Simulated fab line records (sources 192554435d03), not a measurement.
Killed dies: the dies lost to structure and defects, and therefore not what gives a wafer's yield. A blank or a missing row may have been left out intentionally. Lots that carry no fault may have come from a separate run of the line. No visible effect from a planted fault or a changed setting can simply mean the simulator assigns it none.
Which tool was responsible? | flow n5-finfet | 12 lots, 32 wafers sampled, at 5 steps of a route of 1938

== WHAT THE GAUGES READ, wafer by wafer ==
The record lacks any reading of a measuring or inspecting step that a usual standard deviation could be used to judge.

== WHAT TOOL EACH LOT RAN ON (gives the tool, then ch and the chambers of the sampled wafers, and finally the start) ==
lot  | N5_BEOL_M11_STRIP_36               | N5_BEOL_M11_CVD_75               | N5_BEOL_M11_CMP_52            | N5_BEOL_M11_DEP_56              | N5_PASSIVATION_PROBE_49
L808 | rie-diel-03 ch 0,1, day 10 07:27   | cvd-co-02 ch 0,1,2, day 10 09:05 | cmp-04 ch 0,2,3, day 10 10:20 | pecvd-01 ch 0,1,2, day 10 10:41 | -
L810 | rie-diel-03 ch 0,2,3, day 10 19:35 | cvd-co-02 ch 0,1,2, day 10 21:00 | cmp-01 ch 2,3, day 10 21:47   | pecvd-01 ch 0,1,2, day 10 22:07 | -
L811 | rie-diel-03 ch 0,2, day 10 23:52   | cvd-co-01 ch 1,2, day 11 01:37   | cmp-01 ch 1,3, day 11 02:29   | pecvd-03 ch 0,1, day 11 02:48   | -
L812 | rie-diel-04 ch 1,3, day 11 05:10   | cvd-co-01 ch 0,1, day 11 08:53   | cmp-03 ch 0,2, day 11 09:36   | pecvd-03 ch 0,1,2, day 11 09:57 | -
L809 | rie-diel-04 ch 0,1, day 11 08:03   | cvd-co-01 ch 0,2, day 11 10:34   | cmp-03 ch 1,2, day 11 11:17   | pecvd-03 ch 0,2, day 11 11:37   | -
L814 | rie-diel-03 ch 0,1, day 12 02:54   | cvd-co-01 ch 0,2, day 12 04:11   | cmp-03 ch 0,1,2, day 12 05:20 | pecvd-01 ch 0,2, day 12 05:35   | -
L818 | rie-diel-04 ch 0,3, day 13 13:28   | cvd-co-01 ch 1,2, day 13 15:31   | cmp-04 ch 1,3, day 13 16:16   | pecvd-02 ch 0,2, day 13 16:31   | prober-02, day 15 00:23
L819 | rie-diel-03 ch 0,3, day 13 21:38   | cvd-co-01 ch 1,2, day 13 23:08   | cmp-03 ch 0,3, day 14 00:11   | pecvd-02 ch 1, day 14 00:31     | prober-02, day 15 18:57
L825 | rie-diel-04 ch 1,2,3, day 14 22:58 | cvd-co-02 ch 0,1,2, day 15 01:51 | cmp-01 ch 1,2,3, day 15 02:33 | pecvd-02 ch 0,1, day 15 02:54   | prober-02, day 16 18:12
L828 | rie-diel-03 ch 0, day 15 16:14     | cvd-co-02 ch 0,2, day 15 17:48   | cmp-04 ch 1, day 15 18:44     | pecvd-02 ch 0,2, day 15 19:04   | -
L830 | rie-diel-04 ch 1,2,3, day 16 11:42 | cvd-co-01 ch 1,2, day 16 14:38   | cmp-01 ch 0,2,3, day 16 15:18 | pecvd-02 ch 1,2, day 16 15:40   | -
L831 | rie-diel-04 ch 2,3, day 17 00:41   | cvd-co-01 ch 0,1, day 17 01:59   | cmp-03 ch 0,1, day 17 02:46   | pecvd-01 ch 0,1,2, day 17 03:05 | -
- N5_BEOL_M11_STRIP_36: strips in N2/H2.
- N5_BEOL_M11_CVD_75: deposits Co from CCTBA/H2, target thk 2 nm, time 138.9 s.
- N5_BEOL_M11_CMP_52: polishes, stops on SiCOH lowk, t overpolish 7 s, target thk 140 nm.
- N5_BEOL_M11_DEP_56: deposits SiCN from 3MS/NH3, target thk 30 nm, time 10.5 s.
- N5_PASSIVATION_PROBE_49

== AS READ BY THE TOOLS THEMSELVES (means over the sampled wafers that have a number; for cases with no such wafer, the mark the record gives instead) ==
N5_BEOL_M11_STRIP_36. Usual: bias-power-w 6.997 W, standard deviation 0.023; drypump-motor-current-A 5.5 A, standard deviation 0.37; oes-product-au 0.76 a.u., standard deviation 0.076; rf-vpp-V 58.9 V, standard deviation 2; showerhead-plenum-p-Torr 2.48 Torr, standard deviation 0.092; throttle-valve-pct 23.87 %, standard deviation 0.22.
lot  | tool        | bias-power-w (W) | drypump-motor-current-A (A) | oes-product-au (a.u.) | rf-vpp-V (V) | showerhead-plenum-p-Torr (Torr) | throttle-valve-pct (%) | flag
L808 | rie-diel-03 | 7.010            | 5.6                         | 0.74                  | 58.4         | 2.47                            | 23.85                  |
L810 | rie-diel-03 | 6.997            | 5.6                         | 0.73                  | 57.8         | 2.47                            | 23.97                  |
L811 | rie-diel-03 | 7.017            | 5.4                         | 0.73                  | 60.1         | 2.48                            | 23.98                  |
L812 | rie-diel-04 | 7.016            | 5.3                         | 0.86                  | 58.5         | 2.56                            | 24.00                  |
L809 | rie-diel-04 | 7.006            | 5.8                         | 0.82                  | 58.5         | 2.49                            | 23.90                  |
L814 | rie-diel-03 | 6.978            | 5.6                         | 0.73                  | 58.7         | 2.46                            | 23.85                  |
L818 | rie-diel-04 | 6.992            | 5.5                         | 0.72                  | 61.0         | 2.47                            | 23.77                  |
L819 | rie-diel-03 | 6.996            | 5.7                         | 0.72                  | 58.8         | 2.38                            | 23.96                  |
L825 | rie-diel-04 | 7.013            | 5.1                         | 0.80                  | 58.3         | 2.51                            | 23.81                  |
L828 | rie-diel-03 | 7.043            | 5.7                         | 0.72                  | 58.1         | 2.33                            | 24.04                  |
L830 | rie-diel-04 | 7.001            | 5.1                         | 0.88                  | 58.3         | 2.51                            | 23.75                  |
L831 | rie-diel-04 | 6.981            | 4.9                         | 0.86                  | 58.7         | 2.47                            | 23.51                  |

N5_BEOL_M11_CVD_75. Usual: run-length-s 161.4 s, standard deviation 0.54.
lot  | tool      | run-length-s (s) | flag
L808 | cvd-co-02 | 161.3            |
L810 | cvd-co-02 | 161.4            |
L811 | cvd-co-01 | 161.6            |
L812 | cvd-co-01 | 161.2            |
L809 | cvd-co-01 | 161.1            |
L814 | cvd-co-01 | 161.5            |
L818 | cvd-co-01 | 114.3            | OFF
L819 | cvd-co-01 | 137.8            | OFF
L825 | cvd-co-02 | 161.2            |
L828 | cvd-co-02 | 160.9            |
L830 | cvd-co-01 | 161.5            |
L831 | cvd-co-01 | 161.3            |

N5_BEOL_M11_CMP_52. Usual: barrier-field-endpoint-s 28.7 s, standard deviation 0.72; motor-current-A 6.1 A, standard deviation 0.69; overpolish-run-s 7.001 s, standard deviation 0.0096; pad-life-wafers 984, standard deviation 630; time-to-endpoint-s 66 s, standard deviation 3.1.
lot  | tool   | barrier-field-endpoint-s (s) | motor-current-A (A) | overpolish-run-s (s) | pad-life-wafers | time-to-endpoint-s (s) | flag
L808 | cmp-04 | 28.3                         | 6.2                 | 6.993                | 1507            | 65                     |
L810 | cmp-01 | 29.1                         | 5.8                 | 7.010                | 1957            | 65                     |
L811 | cmp-01 | 28.4                         | 5.1                 | 7.005                | 1988            | 67                     |
L812 | cmp-03 | 29.7                         | 6.2                 | 6.999                | 931             | 69                     |
L809 | cmp-03 | 28.3                         | 7.0                 | 7.005                | 943             | 62                     |
L814 | cmp-03 | 28.8                         | 6.6                 | 7.010                | 1089            | 68                     |
L818 | cmp-04 | 29.4                         | 6.0                 | 7.001                | 99              | 67                     |
L819 | cmp-03 | 28.6                         | 5.2                 | 7.000                | 1382            | 62                     |
L825 | cmp-01 | 29.3                         | 5.7                 | 7.008                | 632             | 66                     |
L828 | cmp-04 | 28.0                         | 5.8                 | 7.008                | 475             | 62                     |
L830 | cmp-01 | 29.2                         | 6.2                 | 7.000                | 950             | 70                     |
L831 | cmp-03 | 29.9                         | 6.1                 | 7.002                | 1970            | 70                     |

N5_BEOL_M11_DEP_56. Usual: showerhead-plenum-p-Torr 4.162 Torr, standard deviation 0.017; throttle-valve-pct 17.8 %, standard deviation 0.8.
lot  | tool     | showerhead-plenum-p-Torr (Torr) | throttle-valve-pct (%) | flag
L808 | pecvd-01 | 4.148                           | 18.3                   |
L810 | pecvd-01 | 4.145                           | 18.4                   |
L811 | pecvd-03 | 4.172                           | 17.8                   |
L812 | pecvd-03 | 4.179                           | 17.3                   |
L809 | pecvd-03 | 4.175                           | 17.3                   |
L814 | pecvd-01 | 4.150                           | 18.7                   |
L818 | pecvd-02 | 4.162                           | 17.7                   |
L819 | pecvd-02 | 4.166                           | 16.6                   |
L825 | pecvd-02 | 4.151                           | 17.3                   |
L828 | pecvd-02 | 4.166                           | 17.8                   |
L830 | pecvd-02 | 4.177                           | 16.9                   |
L831 | pecvd-01 | 4.148                           | 18.5                   |

N5_PASSIVATION_PROBE_49. Usual: defect-limited-yield 91.0 %, standard deviation 1.5; killed_at_M0_to_M3 35, standard deviation 12; killed_at_M4_up 15, standard deviation 5.8; killed-at-contacts 14, standard deviation 7.2; killed-at-front-end 40, standard deviation 10; killed-at-other 3, standard deviation 3; killed-dies 106, standard deviation 18; killed-open 68, standard deviation 14; killed-short 35, standard deviation 7.2; sort_bin_5_function 5.2 %, standard deviation 0.96; sort_bin_6_memory 3.3 %, standard deviation 0.69; sort-n-pass 1074, standard deviation 18; sort-yield-pct 91.0 %, standard deviation 1.5.
lot  | tool      | defect-limited-yield (%) | killed_at_M0_to_M3 | killed_at_M4_up | killed-at-contacts | killed-at-front-end | killed-at-other | killed-dies | killed-open | killed-short | sort_bin_5_function (%) | sort_bin_6_memory (%) | sort-n-pass | sort-yield-pct (%) | flag
L818 | prober-02 | 93.5                     | 24                 | 11              | 9                  | 26                  | 7               | 77          | 50          | 25           | 3.7                     | 2.4                   | 1103        | 93.5               |
L819 | prober-02 | 90.7                     | 26                 | 12              | 26                 | 46                  | 2               | 110         | 71          | 34           | 5.5                     | 3.3                   | 1070        | 90.7               |
L825 | prober-02 | 92.6                     | 43                 | 10              | 5                  | 25                  | 4               | 87          | 50          | 37           | 4.9                     | 2.3                   | 1093        | 92.6               |

== THE ANSWER, worked out from the rows above alone ==
Rule: a lot counts as off when the mean over its wafers that have a number is more than 3 standard deviations away from the usual mean. Also off: a lot with no number at a reading for which 4 or more lots have one. Where the step has rows for the other lots, those lots are counted as sound. Order of review: gauges by route order, followed by the tools' own readings, for which a lot's mean as printed above is used. At the first step where some lot is off, the reading lying furthest off is the one used; lots without a number count as furthest.
Off: L818, L819, at N5_BEOL_M11_CVD_75 (run-length-s).
If a tool, at that step or one of the process steps before it, ran each lot that is off and ran no sound lot following the first of them, it fits. No candidate that was tried fits.

== WHAT THE SIMULATOR HAD INSERTED ==
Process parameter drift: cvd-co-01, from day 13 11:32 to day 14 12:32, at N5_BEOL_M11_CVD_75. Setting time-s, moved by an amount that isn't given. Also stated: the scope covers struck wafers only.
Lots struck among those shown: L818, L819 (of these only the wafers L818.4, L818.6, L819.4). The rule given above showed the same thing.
